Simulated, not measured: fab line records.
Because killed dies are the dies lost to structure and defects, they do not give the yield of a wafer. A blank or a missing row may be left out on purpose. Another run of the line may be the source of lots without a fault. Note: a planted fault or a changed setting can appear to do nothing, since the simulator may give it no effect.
Struck lot and sound lot, side by side :: flow n5Finfet :: 12 out of 1938 route steps
Sound: these wafers, L887.1, L887.2, L887.5. Struck: wafers L872.2, L872.3, L872.5. The cause is given at the end.
Per side, at each step with rows, come the tool, then ch with its chambers, and then its first start. Under that, the readings that differ: sound wafers :: struck wafers :: difference of the means :: sigmas: that difference in standard deviations of wafers without a fault.
alike: same words and numbers on both sides, and readings whose means sit less than 2 such deviations apart. not compared: any withheld reading, any reading some wafer has no value for, any bound like >300 that may hide the same value, and any number with overlapping values for which the record gives no deviation.
Wherever a step has rows on one side only, a row that says differs or no value, or a row with sigmas, the two part there. Numbers that have no deviation but don't overlap get no sigmas and don't part them. A reading missing from all wafers of one side parts the sides only when that side holds two or more wafers.

first, 9 steps without rows for these wafers: N5_BEOL_M0_SAQP_EXPOSE_37 (exposes mask M0 CUT1, target cd 30 nm); N5_BEOL_M0_SAQP_PEB_38 (peb time 60 s); N5_BEOL_M0_SAQP_DEVELOP_39 (develop time 30 s); N5_BEOL_M0_SAQP_DESCUM_45 (chemistry O2, time 7 s); N5_BEOL_M0_SAQP_ETCH_88 (etches underlayer in N2/H2, target depth 6.5 nm, time 5.2 s); N5_BEOL_M0_SAQP_ETCH_73 (etches SiARC in CF4, target depth 19.5 nm, time 32.5 s); N5_BEOL_M0_SAQP_CUT_ETCH_46 (etches SOC in N2/H2, target depth 135 nm, overetch 27 nm, time 202.5 s); N5_BEOL_M0_SAQP_STRIP_74 (strips in N2/H2); N5_BEOL_M0_SAQP_STRIP_89 (strips in N2/H2).
N5_BEOL_M0_SAQP_ALD_48: deposits SiO2, target thk 20 nm, pulse time 1 s, co reactant pulse time 1 s.
  sound on aldSin-01 ch 1,2,3, day 11 11:08; struck on aldSin-03 ch 0,3, day 7 18:07
  no value came back on the struck wafers for aldCycles, chamberPressureTorr (Torr), heaterPowerW (W), precursorPulseHeightRel; on the sound wafers aldCycles reads 139 139 139
then, 1 step without rows for these wafers: N5_BEOL_M0_SAQP_ETCH_49 (etches SiO2 in CF4/O2, target depth 37 nm).
-- record jumps: 6 days separate the struck wafers' starts on either side; left off in module BEOL_M0_SAQP, taken up again in module PASSIVATION, whose first shown step is the route's number 1936 --
N5_PASSIVATION_PROBE_49:
  struck on prober-02, day 13 19:26; sound on prober-02, day 18 08:02
reading: defectLimitedYield (%)
sound: 89.8 91.4 93.2
struck: 0 0 0
difference: -91
sigmas: -65

reading: killed_at_M0_to_M3
sound: 45 30 20
struck: 1171 1171 1166
difference: +1138
sigmas: +99 or more

reading: killed_at_M4_up
sound: 19 22 11
struck: 1 2 2
difference: -16
sigmas: -3

reading: killedAtFrontEnd
sound: 47 31 36
struck: 6 6 7
difference: -32
sigmas: -3

reading: killedDies
sound: 120 102 80
struck: 1180 1180 1180
difference: +1079
sigmas: +67

reading: killedOnRim
sound: 14 12 14
struck: 152 152 152
difference: +139
sigmas: +39

reading: killedOpen
sound: 75 64 50
struck: 8 5 17
difference: -53
sigmas: -4

reading: killedShort
sound: 43 36 28
struck: 9 9 7
difference: -27
sigmas: -4

reading: sort_bin_5_function (%)
sound: 7.0 4.6 4.5
struck: 72.8 72.8 72.1
difference: +67.2
sigmas: +71

reading: sortNPass
sound: 1060 1078 1100
struck: 0 0 0
difference: -1079
sigmas: -67

reading: sortYieldPct (%)
sound: 89.8 91.4 93.2
struck: 0 0 0
difference: -91
sigmas: -65
  alike: killedAtContacts, killedAtOther, sort_bin_6_memory

== WHERE THEY PART ==
Earliest at N5_BEOL_M0_SAQP_ALD_48; latest, in this record, at N5_PASSIVATION_PROBE_49.

WHY: whatever the simulator had introduced
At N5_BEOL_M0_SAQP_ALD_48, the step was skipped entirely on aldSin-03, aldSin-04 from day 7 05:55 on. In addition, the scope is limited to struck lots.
